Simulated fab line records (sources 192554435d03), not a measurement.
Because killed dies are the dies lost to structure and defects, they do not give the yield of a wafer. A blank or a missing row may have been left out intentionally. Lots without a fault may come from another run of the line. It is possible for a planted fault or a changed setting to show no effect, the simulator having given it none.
fab line records	flow n5-finfet
record: lots: 10	wafers: 30	last-day: 18
route steps=1938 shown STI_FIN_REVEAL@189 DUMMY_GATE@218 SDB@375
lots untouched by any fault: they come from a run of this same line in which no faults occurred
start-h: the number of hours between the record's first day and the start of the first shown wafer of the lot	wait-h: time in hours since the lot's previous step	" the same as in the row above	L1.1+2: one row covering several wafers at once	- no value, or no start was given	* or withheld: withheld	< > ~ a bound
route shown NAME@n: a module of which the file shows steps, and the number in the route of the first	usual: the fault-free wafers' mean and standard deviation	same: alike in all rows	chamber/n: place in a boat	sites: each site's reading	_std_site: their standard deviation	_edge_site: inner sites' mean taken away from outer sites' mean	radius-mm: for every site, how far away it sits from the centre of the wafer	mask NAME#n: copy n	behind: tool/chamber where the wafer was last shaped	hold: why the lot went on hold/how many hours it stayed there/how the hold came to an end	device: names the non-switching transistor (n, p or np)	end of line: tests run on the same wafers once the route is complete	step lacking rows: just its recipe	killed: the dies lost at the first sort to structure and to defects; this is not the yield of the wafer	map: per-die view of a wafer (x killed, . not killed, _ where there is no die)
set.NAME: the run value of the setting; set.NAME@STEP: its run value at that earlier step	model.NAME: the simulator's own value behind a step, which no gauge read
route steps across a sampled set of lots; one table per step, one row per wafer
services: from which hour (start-h, from the record's first day; less than 0 if before it) a tool's chamber was out of use, for how many hours, and why
== steps ==
step: N5_STI_FIN_REVEAL_DENSIFY_30
recipe: temp-c: *	time-s: *	ambient: N2	idle-temp-c: 600	ramp-up-c-per-s: 150	ramp-down-c-per-s: 60	cool-to-c: 600
usual: lamp-power-pct: 11.53/0.057	wafer_temp_C_max: *
lot.wafer	tool	chamber	start-h	wait-h	lamp-power-pct	wafer_temp_C_max
L512.1	rtp-anneal-02	0	40.28	0.2	11.59	*
L512.3	"	0	"	"	11.50	*
L512.6	"	0	"	"	11.47	*
L513.2	rtp-anneal-02	0	47.05	0.1	11.62	*
L513.3	"	0	"	"	11.51	*
L513.5	"	0	"	"	11.51	*
L514.2	rtp-anneal-01	0	53.44	0.1	11.54	*
L514.4	"	0	"	"	11.48	*
L514.6	"	0	"	"	11.45	*
L518.2	rtp-anneal-01	0	74.85	0.1	11.63	*
L518.4	"	0	"	"	11.48	*
L518.6	"	0	"	"	11.54	*
L519.1	rtp-anneal-02	0	83.89	0.0	11.55	*
L519.4	"	0	"	"	11.57	*
L519.6	"	0	"	"	11.50	*
L522.2	rtp-anneal-02	0	103.71	0.3	11.53	*
L522.4	"	0	"	"	11.58	*
L522.6	"	0	"	"	11.53	*
L523.2	rtp-anneal-01	0	109.08	0.2	11.49	*
L523.4	"	0	"	"	11.49	*
L523.5	"	0	"	"	11.44	*
L529.2	rtp-anneal-02	0	142.73	0.2	11.44	*
L529.3	"	0	"	"	11.60	*
L529.5	"	0	"	"	11.55	*
L531.3	rtp-anneal-01	0	154.00	0.1	11.46	*
L531.4	"	0	"	"	11.42	*
L531.5	"	0	"	"	11.41	*
L532.1	rtp-anneal-02	0	158.94	0.0	11.49	*
L532.3	"	0	"	"	11.60	*
L532.4	"	0	"	"	11.52	*
step: N5_STI_FIN_REVEAL_ETCHBACK_08
recipe: chemistry: C4F6/O2	target: SiO2	target-depth-a: 305	time-s: 10.167	ion-energy-ev: 250	pressure-mtorr: 30	source-w: 345	bias-w: 185	Ar_flow_sccm: 300	C4F6_flow_sccm: 10	O2_flow_sccm: 10
usual: drypump-motor-current-A: 5.8/0.42	oes-product-au: 0.80/0.12	rf-vpp-V: 675/12	showerhead-plenum-p-Torr: 2.83/0.13	throttle-valve-pct: 21.22/0.25
lot.wafer	tool	chamber	start-h	wait-h	drypump-motor-current-A	oes-product-au	rf-hours-counter-h	rf-vpp-V	showerhead-plenum-p-Torr	throttle-valve-pct
L512.1	rie-diel-03	2	40.67	0.3	5.7	0.70	184	675	2.72	21.32
L512.3	"	3	"	"	6.4	0.76	140	690	2.84	20.88
L512.6	"	0	"	"	5.7	0.70	-	670	2.69	20.97
L513.2	rie-diel-05	3	47.23	0.2	5.5	0.73	195	678	2.94	21.39
L513.3	"	0	"	"	5.5	0.84	72	653	2.65	21.38
L513.5	"	0	"	"	5.5	0.84	-	654	2.65	21.39
L514.2	rie-diel-03	2	53.62	0.2	5.7	0.71	187	674	2.72	21.34
L514.4	"	1	"	"	5.5	0.98	5	685	3.03	21.14
L514.6	"	1	"	"	5.5	0.98	-	687	3.03	21.15
L518.2	rie-diel-01	1	75.04	0.2	5.8	0.98	17	660	2.80	20.97
L518.4	"	3	"	"	6.5	0.69	248	675	2.72	21.85
L518.6	"	0	"	"	5.6	0.68	-	671	2.81	21.46
L519.1	rie-diel-05	3	84.11	0.2	5.5	0.72	205	677	2.94	21.38
L519.4	"	2	"	"	5.6	0.91	19	681	3.00	20.92
L519.6	"	3	"	"	5.5	0.72	-	677	2.94	21.37
L522.2	rie-diel-01	1	103.91	0.2	5.8	0.94	28	660	2.80	20.97
L522.4	"	3	"	"	6.5	0.98	-	683	3.06	21.48
L522.6	"	1	"	"	5.8	0.94	-	660	2.80	20.99
L523.2	rie-diel-01	1	109.33	0.2	5.8	0.95	30	658	2.80	20.99
L523.4	"	3	"	"	6.6	0.97	-	684	3.06	21.48
L523.5	"	2	"	"	5.1	0.69	-	689	2.78	21.14
L529.2	rie-diel-03	3	142.91	0.2	6.5	0.73	172	690	2.82	20.92
L529.3	"	2	"	"	5.6	0.69	218	675	2.71	21.39
L529.5	"	2	"	"	5.6	0.68	-	675	2.71	21.38
L531.3	rie-diel-05	2	154.16	0.1	5.6	0.86	45	681	2.99	20.94
L531.4	"	0	"	"	5.5	0.79	109	652	2.63	21.42
L531.5	"	3	"	"	5.5	0.70	-	676	2.93	21.41
L532.1	rie-diel-05	2	159.15	0.2	5.6	0.87	46	680	2.99	20.96
L532.3	"	0	"	"	5.5	0.79	110	651	2.63	21.45
L532.4	"	3	"	"	5.5	0.70	232	678	2.93	21.42
step: N5_DUMMY_GATE_CMP_04
recipe: material: a-Si	post-cmp-clean: alkaline-brush
usual: motor-current-A: 10.2/0.76	slurry-filter-dp-kPa: 13.50/0.13	time-to-endpoint-s: 13.2/2.4
lot.wafer	tool	chamber	start-h	wait-h	motor-current-A	slurry-filter-dp-kPa	time-to-endpoint-s
L512.3	cmp-02	2	47.76	0.1	10.2	13.23	13.1
L512.1	"	3	"	"	9.6	13.70	16.4
L512.6	"	0	"	"	11.4	13.51	11.9
L513.3	cmp-02	3	54.22	0.0	9.4	13.27	12.7
L513.2	"	1	"	"	9.8	13.64	16.4
L513.5	"	0	"	"	11.6	13.56	12.5
L514.4	cmp-04	1	60.84	0.1	10.2	13.42	11.0
L514.2	"	3	"	"	9.5	13.53	15.7
L514.6	"	0	"	"	10.2	13.38	14.5
L518.2	cmp-02	0	82.07	0.0	11.4	13.52	11.3
L518.4	"	2	"	"	10.6	13.67	13.5
L518.6	"	0	"	"	11.6	13.70	11.5
L519.1	cmp-01	0	91.31	0.0	10.0	13.47	9.4
L519.4	"	3	"	"	9.0	13.46	11.9
L519.6	"	1	"	"	9.9	13.55	15.0
L522.4	cmp-02	0	111.11	0.1	12.1	13.49	11.1
L522.2	"	1	"	"	10.2	13.62	17.8
L522.6	"	3	"	"	9.4	13.64	10.8
L523.4	cmp-02	0	116.38	0.0	12.0	13.51	12.3
L523.2	"	1	"	"	10.7	13.33	17.9
L523.5	"	0	"	"	11.8	13.40	8.8
L529.3	cmp-04	3	149.91	0.0	9.3	13.39	13.1
L529.2	"	1	"	"	10.8	13.32	10.6
L529.5	"	3	"	"	9.4	13.57	14.7
L531.4	cmp-01	1	162.18	0.2	9.9	13.51	17.0
L531.3	"	3	"	"	9.0	13.51	14.7
L531.5	"	1	"	"	10.0	13.44	18.5
L532.3	cmp-01	0	166.57	0.0	10.2	13.58	14.2
L532.1	"	2	"	"	10.4	13.80	10.7
L532.4	"	3	"	"	9.1	13.60	14.4
step: N5_DUMMY_GATE_THK_MEAS_05
usual: thk-nm: 72.1/1.2
lot.wafer	tool	chamber	start-h	wait-h	thk-nm
L512.1	film-metro-01	-	47.93	0.1	73.4
L512.3	"	-	"	"	71.6
L512.6	"	-	"	"	71.3
L513.2	film-metro-02	-	54.46	0.1	73.8
L513.3	"	-	"	"	72.0
L513.5	"	-	"	"	71.7
L514.2	film-metro-02	-	61.05	0.1	73.0
L514.4	"	-	"	"	72.2
L514.6	"	-	"	"	73.3
L518.2	film-metro-01	-	82.31	0.2	70.7
L518.4	"	-	"	"	73.4
L518.6	"	-	"	"	71.8
L519.1	film-metro-01	-	91.55	0.2	72.2
L519.4	"	-	"	"	72.4
L519.6	"	-	"	"	73.0
L522.2	film-metro-02	-	111.29	0.1	99.3
L522.4	"	-	"	"	70.6
L522.6	"	-	"	"	70.5
L523.2	film-metro-02	-	116.63	0.2	100.1
L523.4	"	-	"	"	71.6
L523.5	"	-	"	"	71.1
L529.2	film-metro-01	-	150.16	0.1	71.3
L529.3	"	-	"	"	72.0
L529.5	"	-	"	"	73.0
L531.3	film-metro-02	-	162.43	0.1	71.1
L531.4	"	-	"	"	73.3
L531.5	"	-	"	"	74.8
L532.1	film-metro-01	-	166.81	0.1	71.2
L532.3	"	-	"	"	70.3
L532.4	"	-	"	"	71.6
step: N5_DUMMY_GATE_INSPECT_17
recipe: mode: adi	inspect-instrument: brightfield
usual: raw-defect-count: 191/48
lot.wafer	tool	chamber	start-h	wait-h	raw-defect-count
L512.1	defect-inspect-01	-	52.32	0.1	235
L512.3	"	-	"	"	168
L512.6	"	-	"	"	215
L513.2	defect-inspect-02	-	58.99	0.0	162
L513.3	"	-	"	"	222
L513.5	"	-	"	"	264
L514.2	defect-inspect-01	-	65.47	0.0	175
L514.4	"	-	"	"	143
L514.6	"	-	"	"	193
L518.2	defect-inspect-02	-	86.71	0.0	103
L518.4	"	-	"	"	169
L518.6	"	-	"	"	169
L519.1	defect-inspect-01	-	95.94	0.1	201
L519.4	"	-	"	"	195
L519.6	"	-	"	"	137
L522.2	defect-inspect-01	-	115.80	0.0	192
L522.4	"	-	"	"	110
L522.6	"	-	"	"	165
L523.2	defect-inspect-01	-	121.15	0.0	192
L523.4	"	-	"	"	182
L523.5	"	-	"	"	223
L529.2	defect-inspect-02	-	154.55	0.0	170
L529.3	"	-	"	"	190
L529.5	"	-	"	"	165
L531.3	defect-inspect-02	-	167.00	0.0	218
L531.4	"	-	"	"	242
L531.5	"	-	"	"	173
L532.1	defect-inspect-02	-	171.33	0.1	299
L532.3	"	-	"	"	236
L532.4	"	-	"	"	240
step: N5_DUMMY_GATE_ETCH_44
recipe: chemistry: HBr/O2	over-etch-frac: 0.7	target-depth-a: 1275	stop-on: SiO2	ion-energy-ev: 60	bias-w: 20	target: poly-Si	mask-material: SiO2	pressure-mtorr: 20	icp-w: 400	HBr_flow_sccm: 120	O2_flow_sccm: 10
usual: drypump-motor-current-A: 6.0/0.4	oes-product-au: 0.724/0.011	throttle-valve-pct: 18.48/0.19
lot.wafer	tool	chamber	start-h	wait-h	drypump-motor-current-A	oes-product-au	rf-hours-counter-h	throttle-valve-pct
L512.1	rie-si-05	0	53.11	0.0	6.1	0.727	104	18.21
L512.3	"	3	"	"	5.6	0.736	182	18.65
L512.6	"	1	"	"	6.7	0.708	-	18.82
L513.2	rie-si-05	3	59.78	0.0	5.6	0.731	182	18.63
L513.3	"	2	"	"	6.2	0.740	23	18.39
L513.5	"	1	"	"	6.6	0.702	-	18.80
L514.2	rie-si-06	1	66.58	0.0	5.7	0.729	37	18.45
L514.4	"	0	"	"	6.3	0.726	170	18.45
L514.6	"	3	"	"	6.3	0.727	-	18.63
L518.2	rie-si-05	1	87.75	0.0	6.7	0.708	175	18.82
L518.4	"	0	"	"	6.1	0.716	105	18.20
L518.6	"	0	"	"	6.1	0.718	-	18.20
L519.1	rie-si-06	1	96.91	0.0	5.8	0.729	38	18.46
L519.4	"	2	"	"	5.8	0.729	89	18.45
L519.6	"	0	"	"	6.2	0.743	-	18.46
L522.2	rie-si-06	0	116.59	0.0	6.3	0.863	171	18.44
L522.4	"	2	"	"	5.8	0.724	89	18.46
L522.6	"	1	"	"	5.7	0.718	-	18.46
L523.2	rie-si-06	2	121.94	0.0	5.8	0.868	89	18.47
L523.4	"	0	"	"	6.3	0.725	171	18.46
L523.5	"	1	"	"	5.7	0.727	-	18.46
L529.2	rie-si-05	0	155.67	0.0	6.1	0.718	106	18.20
L529.3	"	2	"	"	6.2	0.733	24	18.40
L529.5	"	0	"	"	6.1	0.738	-	18.21
L531.3	rie-si-05	3	167.95	0.0	5.6	0.732	184	18.64
L531.4	"	1	"	"	6.7	0.716	177	18.81
L531.5	"	2	"	"	6.2	0.743	-	18.39
L532.1	rie-si-05	2	172.28	0.0	6.2	0.726	25	18.40
L532.3	"	1	"	"	6.7	0.708	177	18.83
L532.4	"	0	"	"	6.1	0.718	106	18.20
step: N5_SDB_THK_MEAS_31
recipe: reads: a-Si_of_DUMMY_GATE_CVD_03
usual: SDB_THK: 64.3/1.2
lot.wafer	tool	chamber	start-h	wait-h	SDB_THK[nm]
L512.1	film-metro-02	-	77.55	-	65.5
L512.3	"	-	"	"	63.9
L512.6	"	-	"	"	63.5
L513.2	film-metro-01	-	83.67	-	66.0
L513.3	"	-	"	"	64.3
L513.5	"	-	"	"	64.0
L514.2	film-metro-02	-	87.97	-	65.2
L514.4	"	-	"	"	64.4
L514.6	"	-	"	"	65.5
L518.2	film-metro-01	-	110.75	-	62.9
L518.4	"	-	"	"	65.5
L518.6	"	-	"	"	64.0
L519.1	film-metro-02	-	120.31	-	64.5
L519.4	"	-	"	"	64.6
L519.6	"	-	"	"	65.2
L522.2	film-metro-02	-	138.46	-	91.5
L522.4	"	-	"	"	62.8
L522.6	"	-	"	"	62.8
L523.2	film-metro-01	-	145.18	-	92.3
L523.4	"	-	"	"	63.8
L523.5	"	-	"	"	63.3
L529.2	film-metro-01	-	177.77	-	63.5
L529.3	"	-	"	"	64.3
L529.5	"	-	"	"	65.2
L531.3	film-metro-01	-	190.77	-	63.4
L531.4	"	-	"	"	65.5
L531.5	"	-	"	"	67.0
L532.1	film-metro-01	-	194.38	-	63.4
L532.3	"	-	"	"	62.7
L532.4	"	-	"	"	63.9
== services ==
tool	chamber	start-h	hours	kind
rie-diel-03	1	19.73	-	clean
rie-si-06	-	30.57	2.8	pm
rie-si-05	-	34.69	4.3	pm
cmp-02	-	36.87	6.4	repair
rie-diel-05	-	44.27	2.8	pm
cmp-04	-	44.56	5.1	pm
rie-diel-03	2	54.26	1.3	repair
cmp-02	-	54.86	3.2	pm
rie-si-05	2	55.41	3.8	repair
cmp-01	-	56.21	4.0	pm
cmp-02	-	60.73	1.8	repair
rie-diel-01	2	61.20	4.2	repair
cmp-02	-	63.68	1.8	repair
cmp-01	-	74.32	0.8	repair
cmp-04	-	79.42	0.4	repair
cmp-01	-	122.23	2.0	repair
rie-diel-05	1	129.37	-	clean
rie-diel-05	1	129.37	-	consumable-replace:focus-ring
rie-diel-05	1	129.37	22.9	scheduled-down
rie-diel-05	1	129.37	22.9	vent-cycle
cmp-01	-	149.83	0.3	repair
cmp-02	-	158.84	4.6	pm
cmp-02	-	164.31	1.0	repair
rie-diel-03	2	165.53	5.8	repair
== key ==
first-sign: step: N5_DUMMY_GATE_THK_MEAS_05	reading: thk-nm	direction: up	sigmas: 23	usual: *	struck: *
effect: step: N5_DUMMY_GATE_ETCH_44	reading: oes-product-au	direction: up	sigmas: 13	usual: 0.724	struck: 0.865
effect: step: N5_SDB_THK_MEAS_31	reading: SDB_THK	direction: up	sigmas: 23	usual: 64.3	struck: 91.9
met-at N5_DUMMY_GATE_CMP_04
struck-lots L522,L523
struck-wafers L522.2,L523.2
tester-left-out L522,L523
not-acting-at N5_STI_FIN_REVEAL_DENSIFY_30,N5_STI_FIN_REVEAL_ETCHBACK_08,N5_DUMMY_GATE_INSPECT_17
onset-between 82.07 111.11
fault: kind: process-parameter-drift	tool: cmp-02	chamber: -	onset-h: 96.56	steps: N5_DUMMY_GATE_CMP_04	channel: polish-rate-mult	offset: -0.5	shape: step	end-h: 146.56	scope: struck-wafers-only
tester-left-out: of these lots the tester's yield and bins aren't shown, on N5 and GAA mostly nor the transistor test; their killed dies are dies lost to structure and defects alone, not to doping, threshold or leakage, so they don't give the yield
